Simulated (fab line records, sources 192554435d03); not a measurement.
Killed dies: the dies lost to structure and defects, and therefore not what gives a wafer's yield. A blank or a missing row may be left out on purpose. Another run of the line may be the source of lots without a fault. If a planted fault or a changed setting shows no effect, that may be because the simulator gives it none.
Chamber matching ; flow n5Finfet ; N5_HKMG_FIN_ALD_75 on aldHk-02 has 4 sister chambers
The step deposits Al2O3, target thk 1 nm, co reactant pulse time 1 s. 14 wafers are shown with their chamber, then 7 later ones without.

== WAFERS PAIRED WITH THEIR CHAMBERS ==
wafer;chamber;heaterPowerW (W);precursorPulseHeightRel
L075.1;0;145;1.045
L075.3;3;124;0.976
L075.6;2;164;0.998
L076.1;0;141;1.035
L076.3;3;125;0.988
L076.5;0;143;1.037
L078.1;0;141;0.968
L078.3;3;122;1.004
L078.5;1;134;1.018
L079.2;3;124;0.995
L079.4;1;133;1.002
L079.5;2;162;1.001
L090.3;3;127;0.973
L090.4;1;134;0.992

SIGNATURES (averages over the wafers above)
reading;chamber 0;chamber 1;chamber 2;chamber 3;scatter within a chamber
heaterPowerW;142.50;133.67;163.00;124.40;1.64
precursorPulseHeightRel;1.02125;1.00400;0.99950;0.98720;0.022
Rule: for a wafer and a chamber, the distance is found by dividing, reading by reading, the gap between the wafer's reading and the chamber's mean by the reading's scatter, squaring, summing and taking the root. If the next closest chamber is less than 2 further off than the closest, the wafer can't be placed; otherwise it belongs to the closest. How the scatter is found: for the shown wafers, subtract from each reading the mean of its chamber, square and add these, divide the total by (wafers less chambers), then take the root.

== WAFERS MISSING THEIR CHAMBER ==
wafer;heaterPowerW (W);precursorPulseHeightRel
L090.6;169;0.978
L092.1;133;1.024
L092.2;121;1.000
L092.3;144;0.991
L093.3;130;0.990
L093.4;168;1.001
L093.6;163;0.976

== WHICH CHAMBER EACH ONE RAN IN ==
wafer;from the rows above;in truth
L090.6;2;2
L092.1;1;1
L092.2;3;3
L092.3;0;0
L093.3;can't be placed: 1 or 3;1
L093.4;2;2
L093.6;2;2
Correctly placed: 6 of 7. These rows do not allow placing 1 (true chamber among the candidates in 1). 0 placed wrongly.
